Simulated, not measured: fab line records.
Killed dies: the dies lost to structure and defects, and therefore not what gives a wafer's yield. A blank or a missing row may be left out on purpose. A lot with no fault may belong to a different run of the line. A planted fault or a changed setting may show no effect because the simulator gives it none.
What tool caused it? / flow n5 finfet / 8 lots, 24 wafers sampled, at 5 steps of a route of 1938

## WHAT THE GAUGES SHOWED, per wafer
N5_BEOL_M4_RC_MEAS_101. Usual: DIBL_N 36.5 mV/V, standard deviation 2; DIBL_P 36.5 mV/V, standard deviation 2.3; IOFF_N 0.16 nA/um, standard deviation 0.036; IOFF_P 0.21 nA/um, standard deviation 0.037; ION_N 672 uA/um, standard deviation 12; ION_P 459 uA/um, standard deviation 7.1; SS_N 71.6 mV/dec, standard deviation 0.73; SS_P 73.4 mV/dec, standard deviation 0.76; VT_N 250 mV, standard deviation 3.3; VT_P -250.5 mV, standard deviation 2.9.
lot=L874; measured=day 8 18:32; on=prober-01; DIBL_N (mV/V)=36.6 36.1 38.4; DIBL_P (mV/V)=33.7 33.6 36.9; IOFF_N (nA/um)=0.13 0.13 0.17; IOFF_P (nA/um)=0.17 0.18 0.22; ION_N (uA/um)=661 668 687; ION_P (uA/um)=458 455 471; SS_N (mV/dec)=71.9 70.7 72.0; SS_P (mV/dec)=72.1 72.0 73.1; VT_N (mV)=251 251 245; VT_P (mV)=-253.6 -250.0 -247.1; flag=
lot=L877; measured=day 9 02:56; on=prober-01; DIBL_N (mV/V)=32.9 36.0 31.2; DIBL_P (mV/V)=33.3 36.4 31.0; IOFF_N (nA/um)=0.11 0.15 0.10; IOFF_P (nA/um)=0.17 0.21 0.14; ION_N (uA/um)=671 682 672; ION_P (uA/um)=465 468 465; SS_N (mV/dec)=70.6 70.7 69.7; SS_P (mV/dec)=72.2 73.5 72.0; VT_N (mV)=253 249 257; VT_P (mV)=-255.8 -247.8 -254.7; flag=
lot=L878; measured=day 9 09:58; on=prober-02; DIBL_N (mV/V)=37.3 36.1 35.4; DIBL_P (mV/V)=35.9 35.1 33.9; IOFF_N (nA/um)=0.20 0.18 0.17; IOFF_P (nA/um)=0.24 0.24 0.21; ION_N (uA/um)=665 679 689; ION_P (uA/um)=450 467 470; SS_N (mV/dec)=71.8 71.3 71.3; SS_P (mV/dec)=73.2 73.1 73.8; VT_N (mV)=244 249 246; VT_P (mV)=-250.3 -250.9 -248.8; flag=
lot=L880; measured=day 10 11:02; on=prober-01; DIBL_N (mV/V)=36.7 34.2 36.2; DIBL_P (mV/V)=35.7 33.3 34.4; IOFF_N (nA/um)=0.15 0.12 0.14; IOFF_P (nA/um)=0.18 0.16 0.17; ION_N (uA/um)=670 660 665; ION_P (uA/um)=459 451 450; SS_N (mV/dec)=70.9 70.6 70.7; SS_P (mV/dec)=73.6 72.8 73.2; VT_N (mV)=249 252 250; VT_P (mV)=-253.0 -255.4 -252.7; flag=
lot=L881; measured=day 10 13:35; on=prober-02; DIBL_N (mV/V)=37.6 36.0 33.6; DIBL_P (mV/V)=38.5 36.5 33.9; IOFF_N (nA/um)=0.18 0.15 0.11; IOFF_P (nA/um)=0.23 0.19 0.16; ION_N (uA/um)=675 680 664; ION_P (uA/um)=461 461 451; SS_N (mV/dec)=72.6 71.7 70.6; SS_P (mV/dec)=74.5 73.3 72.6; VT_N (mV)=248 249 255; VT_P (mV)=-248.7 -250.3 -253.8; flag=
lot=L882; measured=day 10 13:52; on=prober-01; DIBL_N (mV/V)=34.3 33.8 31.9; DIBL_P (mV/V)=35.4 33.2 32.0; IOFF_N (nA/um)=0.13 0.11 0.10; IOFF_P (nA/um)=0.20 0.16 0.16; ION_N (uA/um)=664 630 658; ION_P (uA/um)=462 439 459; SS_N (mV/dec)=71.3 72.2 71.1; SS_P (mV/dec)=72.5 72.7 72.3; VT_N (mV)=253 259 255; VT_P (mV)=-249.4 -255.7 -251.8; flag=
lot=L888; measured=day 11 22:42; on=prober-02; DIBL_N (mV/V)=37.0 37.3 39.1; DIBL_P (mV/V)=35.9 34.9 38.0; IOFF_N (nA/um)=0.15 0.14 0.19; IOFF_P (nA/um)=0.20 0.19 0.25; ION_N (uA/um)=671 645 681; ION_P (uA/um)=459 444 464; SS_N (mV/dec)=72.1 71.8 71.4; SS_P (mV/dec)=73.0 72.9 73.8; VT_N (mV)=251 253 249; VT_P (mV)=-251.3 -251.0 -246.2; flag=
lot=L889; measured=day 12 16:20; on=prober-01; DIBL_N (mV/V)=36.3 36.5 36.8; DIBL_P (mV/V)=34.2 35.2 35.0; IOFF_N (nA/um)=0.15 0.15 0.15; IOFF_P (nA/um)=0.18 0.19 0.19; ION_N (uA/um)=670 683 663; ION_P (uA/um)=454 465 453; SS_N (mV/dec)=71.7 71.3 72.0; SS_P (mV/dec)=73.4 73.0 73.7; VT_N (mV)=251 248 254; VT_P (mV)=-254.5 -249.9 -252.3; flag=

## TOOL THAT RAN EACH LOT (tool first, then ch and the chambers of the sampled wafers, then the start)
lot=L874; N5_MOL_CONTACT_COAG_CMP_23=cmp-02 ch 0,1, day 5 11:44; N5_MOL_CONTACT_COAG_ETCH_90=rie diel-06 ch 0,1,2, day 5 15:55; N5_MOL_CONTACT_COAG_STRIP_96=rie diel-05 ch 1,3, day 5 16:26; N5_MOL_CONTACT_COAG_ETCH_47=rie diel-05 ch 1,3, day 5 16:29
lot=L877; N5_MOL_CONTACT_COAG_CMP_23=cmp-04 ch 1,2,3, day 6 08:30; N5_MOL_CONTACT_COAG_ETCH_90=rie diel-01 ch 1,2, day 6 12:33; N5_MOL_CONTACT_COAG_STRIP_96=rie diel-06 ch 0,2,3, day 6 13:15; N5_MOL_CONTACT_COAG_ETCH_47=rie diel-06 ch 0,2,3, day 6 13:17
lot=L878; N5_MOL_CONTACT_COAG_CMP_23=cmp-01 ch 1,2, day 6 12:22; N5_MOL_CONTACT_COAG_ETCH_90=rie diel-05 ch 0,2, day 6 16:05; N5_MOL_CONTACT_COAG_STRIP_96=rie diel-06 ch 0,1,2, day 6 16:35; N5_MOL_CONTACT_COAG_ETCH_47=rie diel-06 ch 0,1,2, day 6 16:37
lot=L880; N5_MOL_CONTACT_COAG_CMP_23=cmp-04 ch 0,1,2, day 7 03:36; N5_MOL_CONTACT_COAG_ETCH_90=rie diel-05 ch 1,2,3, day 7 07:29; N5_MOL_CONTACT_COAG_STRIP_96=rie diel-06 ch 2,3, day 7 07:58; N5_MOL_CONTACT_COAG_ETCH_47=rie diel-06 ch 2,3, day 7 08:01
lot=L881; N5_MOL_CONTACT_COAG_CMP_23=cmp-04 ch 1,2,3, day 7 06:01; N5_MOL_CONTACT_COAG_ETCH_90=rie diel-06 ch 1,3, day 7 09:52; N5_MOL_CONTACT_COAG_STRIP_96=rie diel-01 ch 1,3, day 7 10:22; N5_MOL_CONTACT_COAG_ETCH_47=rie diel-01 ch 1,3, day 7 10:24
lot=L882; N5_MOL_CONTACT_COAG_CMP_23=cmp-01 ch 0,2, day 7 11:40; N5_MOL_CONTACT_COAG_ETCH_90=rie diel-01 ch 1,2,3, day 7 15:22; N5_MOL_CONTACT_COAG_STRIP_96=rie diel-06 ch 0,1, day 7 16:28; N5_MOL_CONTACT_COAG_ETCH_47=rie diel-06 ch 0,1, day 7 16:31
lot=L888; N5_MOL_CONTACT_COAG_CMP_23=cmp-04 ch 0,1,2, day 8 22:45; N5_MOL_CONTACT_COAG_ETCH_90=rie diel-06 ch 1,2,3, day 9 02:47; N5_MOL_CONTACT_COAG_STRIP_96=rie diel-06 ch 0,2,3, day 9 03:43; N5_MOL_CONTACT_COAG_ETCH_47=rie diel-06 ch 0,2,3, day 9 03:46
lot=L889; N5_MOL_CONTACT_COAG_CMP_23=cmp-04 ch 0,2,3, day 9 04:16; N5_MOL_CONTACT_COAG_ETCH_90=rie diel-06 ch 0,3, day 9 08:05; N5_MOL_CONTACT_COAG_STRIP_96=rie diel-06 ch 0,3, day 9 08:34; N5_MOL_CONTACT_COAG_ETCH_47=rie diel-06 ch 0,3, day 9 08:37
- N5_MOL_CONTACT_COAG_CMP_23: polishes, stops on SiO2, t overpolish 1.5 s, target thk 0 nm.
- N5_MOL_CONTACT_COAG_ETCH_90: etches SiARC in CF4, target depth 13 nm, time 21.7 s.
- N5_MOL_CONTACT_COAG_STRIP_96: strips in N2/H2.
- N5_MOL_CONTACT_COAG_ETCH_47: etches SiNx in CH3F/O2, stops on W, target depth 27 nm.

## AS READ BY THE TOOLS THEMSELVES (means over the sampled wafers that have a number; for cases with no such wafer, the mark the record gives instead)
N5_MOL_CONTACT_COAG_CMP_23. Usual: motor current A 8.3 A, standard deviation 0.85; overpolish run s 1.501 s, standard deviation 0.0091; time to endpoint s 8.3 s, standard deviation 2.7.
lot=L874; tool=cmp-02; motor current A (A)=7.2; overpolish run s (s)=1.512; time to endpoint s (s)=9.3; flag=
lot=L877; tool=cmp-04; motor current A (A)=8.7; overpolish run s (s)=1.501; time to endpoint s (s)=6.3; flag=
lot=L878; tool=cmp-01; motor current A (A)=8.6; overpolish run s (s)=1.503; time to endpoint s (s)=4.9; flag=
lot=L880; tool=cmp-04; motor current A (A)=8.1; overpolish run s (s)=1.511; time to endpoint s (s)=9.7; flag=
lot=L881; tool=cmp-04; motor current A (A)=8.4; overpolish run s (s)=1.504; time to endpoint s (s)=9.4; flag=
lot=L882; tool=cmp-01; motor current A (A)=7.5; overpolish run s (s)=1.496; time to endpoint s (s)=10.7; flag=
lot=L888; tool=cmp-04; motor current A (A)=8.0; overpolish run s (s)=1.501; time to endpoint s (s)=7.6; flag=
lot=L889; tool=cmp-04; motor current A (A)=8.9; overpolish run s (s)=1.499; time to endpoint s (s)=9.2; flag=

N5_MOL_CONTACT_COAG_ETCH_90. Usual: drypump motor current A is 5.8 A with standard deviation 0.61, etch rf on time s is 21.7 s with standard deviation 0.59, oes product au is 0.66 a.u. with standard deviation 0.071, rf fwd power W is 531.7 W with standard deviation 1.6, rf vpp V is 183.9 V with standard deviation 1.2, showerhead plenum p Torr is 2.12 Torr with standard deviation 0.064, and throttle valve pct is 15.58 % with standard deviation 0.22.
lot=L874; tool=rie diel-06; drypump motor current A (A)=5.8; etch rf on time s (s)=22.3; oes product au (a.u.)=0.65; rf fwd power W (W)=531.9; rf vpp V (V)=183.7; showerhead plenum p Torr (Torr)=2.11; throttle valve pct (%)=15.54; flag=
lot=L877; tool=rie diel-01; drypump motor current A (A)=5.8; etch rf on time s (s)=21.9; oes product au (a.u.)=0.65; rf fwd power W (W)=533.4; rf vpp V (V)=183.9; showerhead plenum p Torr (Torr)=2.14; throttle valve pct (%)=15.72; flag=
lot=L878; tool=rie diel-05; drypump motor current A (A)=5.5; etch rf on time s (s)=22.3; oes product au (a.u.)=0.64; rf fwd power W (W)=534.0; rf vpp V (V)=184.2; showerhead plenum p Torr (Torr)=2.17; throttle valve pct (%)=15.62; flag=
lot=L880; tool=rie diel-05; drypump motor current A (A)=6.1; etch rf on time s (s)=21.4; oes product au (a.u.)=0.68; rf fwd power W (W)=532.5; rf vpp V (V)=183.0; showerhead plenum p Torr (Torr)=2.10; throttle valve pct (%)=15.65; flag=
lot=L881; tool=rie diel-06; drypump motor current A (A)=5.5; etch rf on time s (s)=22.8; oes product au (a.u.)=0.59; rf fwd power W (W)=531.7; rf vpp V (V)=185.3; showerhead plenum p Torr (Torr)=2.14; throttle valve pct (%)=15.61; flag=
lot=L882; tool=rie diel-01; drypump motor current A (A)=6.0; etch rf on time s (s)=21.7; oes product au (a.u.)=0.62; rf fwd power W (W)=532.5; rf vpp V (V)=185.0; showerhead plenum p Torr (Torr)=2.15; throttle valve pct (%)=15.71; flag=
lot=L888; tool=rie diel-06; drypump motor current A (A)=5.3; etch rf on time s (s)=21.7; oes product au (a.u.)=0.73; rf fwd power W (W)=530.5; rf vpp V (V)=184.6; showerhead plenum p Torr (Torr)=2.10; throttle valve pct (%)=15.31; flag=
lot=L889; tool=rie diel-06; drypump motor current A (A)=5.4; etch rf on time s (s)=21.3; oes product au (a.u.)=0.65; rf fwd power W (W)=532.0; rf vpp V (V)=182.6; showerhead plenum p Torr (Torr)=2.05; throttle valve pct (%)=15.61; flag=

N5_MOL_CONTACT_COAG_STRIP_96. Usual: drypump motor current A 5.7 A, standard deviation 0.65; h2 flow sccm 300.2 sccm, standard deviation 0.92; oes product au 0.77 a.u., standard deviation 0.078; rf vpp V 121.8 V, standard deviation 1.2; showerhead plenum p Torr 3.32 Torr, standard deviation 0.1; throttle valve pct 18.95 %, standard deviation 0.23.
lot=L874; tool=rie diel-05; drypump motor current A (A)=6.2; h2 flow sccm (sccm)=300.8; oes product au (a.u.)=0.83; rf vpp V (V)=122.0; showerhead plenum p Torr (Torr)=3.27; throttle valve pct (%)=19.18; flag=
lot=L877; tool=rie diel-06; drypump motor current A (A)=5.5; h2 flow sccm (sccm)=300.0; oes product au (a.u.)=0.80; rf vpp V (V)=121.5; showerhead plenum p Torr (Torr)=3.26; throttle valve pct (%)=18.82; flag=
lot=L878; tool=rie diel-06; drypump motor current A (A)=5.8; h2 flow sccm (sccm)=300.5; oes product au (a.u.)=0.76; rf vpp V (V)=121.8; showerhead plenum p Torr (Torr)=3.32; throttle valve pct (%)=18.88; flag=
lot=L880; tool=rie diel-06; drypump motor current A (A)=5.0; h2 flow sccm (sccm)=298.9; oes product au (a.u.)=0.79; rf vpp V (V)=121.5; showerhead plenum p Torr (Torr)=3.27; throttle valve pct (%)=18.94; flag=
lot=L881; tool=rie diel-01; drypump motor current A (A)=5.7; h2 flow sccm (sccm)=299.9; oes product au (a.u.)=0.71; rf vpp V (V)=123.3; showerhead plenum p Torr (Torr)=3.41; throttle valve pct (%)=18.77; flag=
lot=L882; tool=rie diel-06; drypump motor current A (A)=6.0; h2 flow sccm (sccm)=300.3; oes product au (a.u.)=0.69; rf vpp V (V)=121.2; showerhead plenum p Torr (Torr)=3.38; throttle valve pct (%)=19.08; flag=
lot=L888; tool=rie diel-06; drypump motor current A (A)=5.5; h2 flow sccm (sccm)=300.2; oes product au (a.u.)=0.77; rf vpp V (V)=122.0; showerhead plenum p Torr (Torr)=3.25; throttle valve pct (%)=18.86; flag=
lot=L889; tool=rie diel-06; drypump motor current A (A)=5.4; h2 flow sccm (sccm)=299.8; oes product au (a.u.)=0.74; rf vpp V (V)=120.7; showerhead plenum p Torr (Torr)=3.24; throttle valve pct (%)=19.02; flag=

N5_MOL_CONTACT_COAG_ETCH_47. Usual: drypump motor current A 5.7 A, standard deviation 0.64; etch rf on time s 31.5 s, standard deviation 0.65; oes_ar_750_au 0.77 a.u., standard deviation 0.072; oes_f_703_au 0.78 a.u., standard deviation 0.073; oes product au 0.69 a.u., standard deviation 0.07; rf fwd power W 386.1 W, standard deviation 1.7; rf vpp V 295 V, standard deviation 5.1; showerhead plenum p Torr 1.96 Torr, standard deviation 0.061; throttle valve pct 16.29 %, standard deviation 0.21.
lot=L874; tool=rie diel-05; drypump motor current A (A)=6.2; etch rf on time s (s)=30.7; oes_ar_750_au (a.u.)=0.84; oes_f_703_au (a.u.)=0.84; oes product au (a.u.)=0.75; rf fwd power W (W)=386.2; rf vpp V (V)=295; showerhead plenum p Torr (Torr)=1.94; throttle valve pct (%)=16.39; flag=
lot=L877; tool=rie diel-06; drypump motor current A (A)=5.5; etch rf on time s (s)=31.0; oes_ar_750_au (a.u.)=0.80; oes_f_703_au (a.u.)=0.81; oes product au (a.u.)=0.71; rf fwd power W (W)=385.2; rf vpp V (V)=293; showerhead plenum p Torr (Torr)=1.93; throttle valve pct (%)=16.23; flag=
lot=L878; tool=rie diel-06; drypump motor current A (A)=5.8; etch rf on time s (s)=32.2; oes_ar_750_au (a.u.)=0.76; oes_f_703_au (a.u.)=0.75; oes product au (a.u.)=0.67; rf fwd power W (W)=385.8; rf vpp V (V)=295; showerhead plenum p Torr (Torr)=1.97; throttle valve pct (%)=16.27; flag=
lot=L880; tool=rie diel-06; drypump motor current A (A)=5.0; etch rf on time s (s)=30.9; oes_ar_750_au (a.u.)=0.81; oes_f_703_au (a.u.)=0.82; oes product au (a.u.)=0.72; rf fwd power W (W)=385.4; rf vpp V (V)=293; showerhead plenum p Torr (Torr)=1.93; throttle valve pct (%)=16.14; flag=
lot=L881; tool=rie diel-01; drypump motor current A (A)=5.7; etch rf on time s (s)=31.1; oes_ar_750_au (a.u.)=0.72; oes_f_703_au (a.u.)=0.73; oes product au (a.u.)=0.64; rf fwd power W (W)=386.5; rf vpp V (V)=296; showerhead plenum p Torr (Torr)=2.02; throttle valve pct (%)=16.45; flag=
lot=L882; tool=rie diel-06; drypump motor current A (A)=6.0; etch rf on time s (s)=32.4; oes_ar_750_au (a.u.)=0.69; oes_f_703_au (a.u.)=0.68; oes product au (a.u.)=0.61; rf fwd power W (W)=385.4; rf vpp V (V)=292; showerhead plenum p Torr (Torr)=2.00; throttle valve pct (%)=16.44; flag=
lot=L888; tool=rie diel-06; drypump motor current A (A)=5.5; etch rf on time s (s)=28.8; oes_ar_750_au (a.u.)=0.88; oes_f_703_au (a.u.)=1.04; oes product au (a.u.)=0.73; rf fwd power W (W)=481.4; rf vpp V (V)=264; showerhead plenum p Torr (Torr)=1.92; throttle valve pct (%)=16.27; flag=OFF
lot=L889; tool=rie diel-06; drypump motor current A (A)=5.3; etch rf on time s (s)=29.4; oes_ar_750_au (a.u.)=0.86; oes_f_703_au (a.u.)=1.02; oes product au (a.u.)=0.70; rf fwd power W (W)=481.7; rf vpp V (V)=262; showerhead plenum p Torr (Torr)=1.92; throttle valve pct (%)=16.37; flag=OFF

## THE ANSWER, worked out from the rows above alone
Rule: lot off if the mean of its wafers having a number is beyond 3 standard deviations from the usual mean. Also off: a lot with no number at a reading for which 4 or more lots have one. Any other lot the step has rows for is counted as sound. After the gauges, taken in route order, come the tools' own readings; for these a lot's mean is taken, as printed above. The first step at which some lot is off is used, and at that step the reading that is off furthest; a lot without a number counts as furthest.
Off at N5_MOL_CONTACT_COAG_ETCH_47 (rf fwd power W): L888, L889.
A tool fits if, at that step or a process step before it, it ran every lot that is off, and no sound lot after the first of them. Undecided on this evidence; 2 tools fit (cmp-04 at N5_MOL_CONTACT_COAG_CMP_23, rie diel-06 at N5_MOL_CONTACT_COAG_ETCH_90 and N5_MOL_CONTACT_COAG_STRIP_96 and N5_MOL_CONTACT_COAG_ETCH_47).

## WHAT THE SIMULATOR HAD PUT IN
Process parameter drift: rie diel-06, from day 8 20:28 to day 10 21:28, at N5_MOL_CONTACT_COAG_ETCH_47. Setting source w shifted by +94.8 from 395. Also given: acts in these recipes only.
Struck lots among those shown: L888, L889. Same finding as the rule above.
